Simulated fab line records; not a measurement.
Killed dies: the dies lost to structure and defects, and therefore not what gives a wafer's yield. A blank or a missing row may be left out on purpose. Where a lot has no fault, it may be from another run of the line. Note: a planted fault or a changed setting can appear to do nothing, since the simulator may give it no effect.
The tool behind it: which one? | flow nand-harc | 12 lots, 36 wafers sampled, at 5 steps of a route of 1159

WHAT THE GAUGES READ, wafer by wafer
NHARC_END_SORT_01.
lot  | measured     | on        | defect-limited-yield (%) | killed-at-array | killed-at-other | killed-at-periphery | killed-dies | killed-open | killed-short | sort_bin_2_pct (%) | sort_bin_3_pct (%) | sort_bin_4_pct (%) | sort-n-pass | sort-rim-yield-pct (%) | sort-yield-pct (%)
L276 | day 20 04:56 | prober-02 | 96.6 97.6 98.1           | 15 12 9         | 1 0 1           | 7 4 3               | 23 16 13    | 3 3 2       | 4 1 2        | 0.7 0.4 0.1        | 0.30 0.15 0.30     | 2.4 1.8 1.5        | 654 661 664 | 100.0 98.1 99.1        | 96.6 97.6 98.1
L273 | day 20 11:10 | prober-01 | 94.8 95.6 95.4           | 32 24 28        | 0 0 0           | 3 6 3               | 35 30 31    | 4 2 0       | 3 2 2        | 1.8 1.5 1.8        | 0.30 0.59 0.44     | 3.1 2.4 2.4        | 642 647 646 | 98.1 99.1 98.1         | 94.8 95.6 95.4
L277 | day 20 23:11 | prober-02 | 92.6 94.2 93.4           | 42 33 44        | 0 3 0           | 8 3 1               | 50 39 45    | 4 0 2       | 3 1 1        | 2.7 1.5 1.9        | 0.30 0.44 0.44     | 4.4 3.8 4.3        | 627 638 632 | 94.3 96.2 96.2         | 92.6 94.2 93.4
L274 | day 20 23:11 | prober-01 | 95.0                     | 31              | 1               | 2                   | 34          | 3           | 1            | 1.6                | 0.59               | 2.8                | 643         | 97.2                   | 95.0
L278 | day 21 07:01 | prober-02 | 95.7 88.8 88.9           | 27 29 34        | 1 46 39         | 1 1 2               | 29 76 75    | 2 2 4       | 4 2 2        | 1.0 5.3 3.7        | 0.44 1.92 1.77     | 2.8 4.0 5.6        | 648 601 602 | 97.2 84.9 84.0         | 95.7 88.8 88.9
L279 | day 21 21:36 | prober-01 | 96.9 96.6 97.3           | 13 16 15        | 1 2 0           | 7 5 3               | 21 23 18    | 3 8 4       | 2 3 5        | 0.9 0.9 0.6        | 0 0 0.15           | 2.2 2.5 1.9        | 656 654 659 | 95.3 97.2 98.1         | 96.9 96.6 97.3
L281 | day 22 14:54 | prober-01 | 88.5 94.8 95.1           | 39 34 30        | 34 0 0          | 5 1 3               | 78 35 33    | 0 2 3       | 5 2 4        | 3.8 2.1 1.8        | 2.22 0 0.15        | 5.5 3.1 3.0        | 599 642 644 | 82.1 91.5 96.2         | 88.5 94.8 95.1

EACH LOT AND THE TOOL THAT RAN IT (in order: tool; ch and the chambers of the sampled wafers; start)
lot  | NHARC_A_BONDPAD_PVD_17                  | NHARC_A_BONDPAD_PVD_27                  | NHARC_THIN_TSV_ETCH_15           | NHARC_THIN_TSV_DESCUM_35
L270 | pvd-sputter-01, day 18 19:50 or earlier | pvd-sputter-01, day 18 19:50 or earlier | rie-si-04 ch 0,1, day 18 19:50   | rie-diel-08 ch 0,1,2, day 19 02:29
L271 | pvd-sputter-01, day 19 02:20 or earlier | pvd-sputter-01, day 19 02:20 or earlier | rie-si-02 ch 0,2,3, day 19 02:20 | rie-diel-08 ch 1,2, day 19 07:51
L276 | pvd-sputter-01, day 19 13:16 or earlier | pvd-sputter-01, day 19 13:16 or earlier | rie-si-06 ch 1,2,3, day 19 13:16 | rie-diel-09 ch 0,3, day 19 18:32
L273 | pvd-sputter-02, day 19 19:33 or earlier | pvd-sputter-02, day 19 19:33 or earlier | rie-si-02 ch 1,3, day 19 19:33   | rie-diel-04 ch 0,2,3, day 20 01:05
L277 | pvd-sputter-03, day 20 07:46 or earlier | pvd-sputter-03, day 20 07:46 or earlier | rie-si-06 ch 0,2,3, day 20 07:46 | rie-diel-09 ch 1,3, day 20 13:36
L274 | pvd-sputter-02, day 20 06:41 or earlier | pvd-sputter-02, day 20 06:41 or earlier | rie-si-04 ch 1,2,3, day 20 06:41 | rie-diel-09 ch 1,2,3, day 20 12:21
L278 | pvd-sputter-02, day 20 15:01 or earlier | pvd-sputter-02, day 20 15:01 or earlier | rie-si-06 ch 0,2, day 20 15:01   | rie-diel-08 ch 0,3, day 20 20:22
L279 | pvd-sputter-02, day 21 06:32 or earlier | pvd-sputter-02, day 21 06:32 or earlier | rie-si-04 ch 2,3, day 21 06:32   | rie-diel-04 ch 0,1, day 21 11:47
L281 | pvd-sputter-01, day 22 00:20 or earlier | pvd-sputter-01, day 22 00:20 or earlier | rie-si-06 ch 0,1,2, day 22 00:20 | rie-diel-09 ch 0,1, day 22 05:34
L288 | pvd-sputter-01, day 22 21:58 or earlier | pvd-sputter-01, day 22 21:58 or earlier | rie-si-02 ch 1,2, day 22 21:58   | rie-diel-08 ch 0,1,3, day 23 03:16
L292 | pvd-sputter-02, day 23 18:16 or earlier | pvd-sputter-02, day 23 18:16 or earlier | rie-si-02 ch 0,2,3, day 23 18:16 | rie-diel-04 ch 0,2,3, day 23 23:23
L290 | pvd-sputter-02, day 23 23:44 or earlier | pvd-sputter-02, day 23 23:44 or earlier | rie-si-04 ch 0,1,2, day 23 23:44 | rie-diel-04 ch 1,3, day 24 05:05
- NHARC_A_BONDPAD_PVD_17: deposits TaN, target thk 5 nm, time 8.06 s.
- NHARC_A_BONDPAD_PVD_27: deposits Cu, target thk 30 nm, time 20.49 s.
- NHARC_THIN_TSV_ETCH_15: target depth 3000 nm, bosch target overetch cycles 2, bosch etch step 2.8 s.
- NHARC_THIN_TSV_DESCUM_35: chemistry O2, time 3 s.

WHAT THE TOOLS THEMSELVES READ (means of the sampled wafers that have a number; where no wafer has one, the mark that the record gives instead)
NHARC_A_BONDPAD_PVD_17.
lot  | tool           | throttle-valve-pct (%)
L270 | pvd-sputter-01 | 30.4
L271 | pvd-sputter-01 | 29.1
L276 | pvd-sputter-01 | 30.2
L273 | pvd-sputter-02 | 31.7
L277 | pvd-sputter-03 | 30.4
L274 | pvd-sputter-02 | 31.9
L278 | pvd-sputter-02 | 31.5
L279 | pvd-sputter-02 | 29.4
L281 | pvd-sputter-01 | 29.0
L288 | pvd-sputter-01 | 28.1
L292 | pvd-sputter-02 | 30.7
L290 | pvd-sputter-02 | 29.9

NHARC_A_BONDPAD_PVD_27.
lot  | tool           | throttle-valve-pct (%)
L270 | pvd-sputter-01 | 29.9
L271 | pvd-sputter-01 | 29.7
L276 | pvd-sputter-01 | 28.8
L273 | pvd-sputter-02 | 31.4
L277 | pvd-sputter-03 | 30.3
L274 | pvd-sputter-02 | 29.2
L278 | pvd-sputter-02 | 30.7
L279 | pvd-sputter-02 | 29.3
L281 | pvd-sputter-01 | 29.5
L288 | pvd-sputter-01 | 30.4
L292 | pvd-sputter-02 | 29.5
L290 | pvd-sputter-02 | 30.7

NHARC_THIN_TSV_ETCH_15.
lot  | tool      | drypump-motor-current-A (A)
L270 | rie-si-04 | 6.3
L271 | rie-si-02 | 5.8
L276 | rie-si-06 | 5.7
L273 | rie-si-02 | 6.0
L277 | rie-si-06 | 5.7
L274 | rie-si-04 | 6.0
L278 | rie-si-06 | 5.7
L279 | rie-si-04 | 6.2
L281 | rie-si-06 | 5.7
L288 | rie-si-02 | 5.5
L292 | rie-si-02 | 5.8
L290 | rie-si-04 | 5.9

NHARC_THIN_TSV_DESCUM_35.
lot  | tool        | drypump-motor-current-A (A) | oes-product-au (a.u.) | rf-vpp-V (V) | showerhead-plenum-p-Torr (Torr) | throttle-valve-pct (%)
L270 | rie-diel-08 | 5.6                         | 1.006                 | 57.2         | 1.89                            | 11.314
L271 | rie-diel-08 | 5.2                         | 1.006                 | 57.7         | 1.86                            | 11.307
L276 | rie-diel-09 | 5.6                         | 1.000                 | 58.6         | 1.97                            | 11.304
L273 | rie-diel-04 | 5.8                         | 0.994                 | 57.9         | 2.01                            | 11.315
L277 | rie-diel-09 | 5.9                         | 0.995                 | 58.4         | 2.00                            | 11.319
L274 | rie-diel-09 | 6.0                         | 1.003                 | 57.4         | 1.95                            | 11.309
L278 | rie-diel-08 | 5.9                         | 1.005                 | 57.6         | 1.92                            | 11.314
L279 | rie-diel-04 | 5.8                         | 0.993                 | 57.8         | 1.97                            | 11.312
L281 | rie-diel-09 | 5.5                         | 1.002                 | 57.9         | 1.98                            | 11.317
L288 | rie-diel-08 | 5.6                         | 1.007                 | 57.7         | 1.89                            | 11.317
L292 | rie-diel-04 | 5.8                         | 1.000                 | 58.5         | 2.01                            | 11.314
L290 | rie-diel-04 | 5.7                         | 0.996                 | 56.5         | 1.89                            | 11.312

THE ANSWER, worked out from the rows above alone
Rule: what is usual is taken from the lots themselves. The widest of any qualifying gaps counts: lots, ordered by their means at a reading, are off when they make up no more than a third of the lots, leave a main group of 4 or more, and stand apart from it by 3 or more times the standard deviation of that group's means. Not used: any main group whose means are identical at the precision the tables above print for the reading. A lot without any number at a reading at which 4 lots or more have one is off too. All remaining lots with rows at the step are treated as sound. First the gauges in route order, then the tools' own readings, where a lot's mean is used as printed above. The first step at which some lot is off is used, and at that step the reading that is off furthest; a lot without a number counts as furthest.
Off at NHARC_END_SORT_01 (killed-at-other): L278, L281. The main group: mean 0.7, standard deviation 0.39. Neither off nor sound, because the step has no rows for them: L270, L271, L288, L292, L290.
A tool fits if, at a process step before that reading, it ran every lot that is off, and no sound lot after the first of them. Those tools and the gauges at NHARC_END_SORT_01 are tried in the same way. With no start given for some of its lots, NHARC_A_BONDPAD_PVD_17 uses the hours and lot order of NHARC_THIN_TSV_ETCH_15. With no start given for some of its lots, NHARC_A_BONDPAD_PVD_27 uses the hours and lot order of NHARC_THIN_TSV_ETCH_15. One fits: rie-si-06 at NHARC_THIN_TSV_ETCH_15. A fault onset in the window from L277 (day 20 07:46, its last sound lot) to L278 (day 20 15:01, its first lot off) fits.

WHAT THE SIMULATOR HAD PUT IN
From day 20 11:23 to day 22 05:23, rie-si-06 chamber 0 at NHARC_THIN_TSV_ETCH_15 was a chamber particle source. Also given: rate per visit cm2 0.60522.
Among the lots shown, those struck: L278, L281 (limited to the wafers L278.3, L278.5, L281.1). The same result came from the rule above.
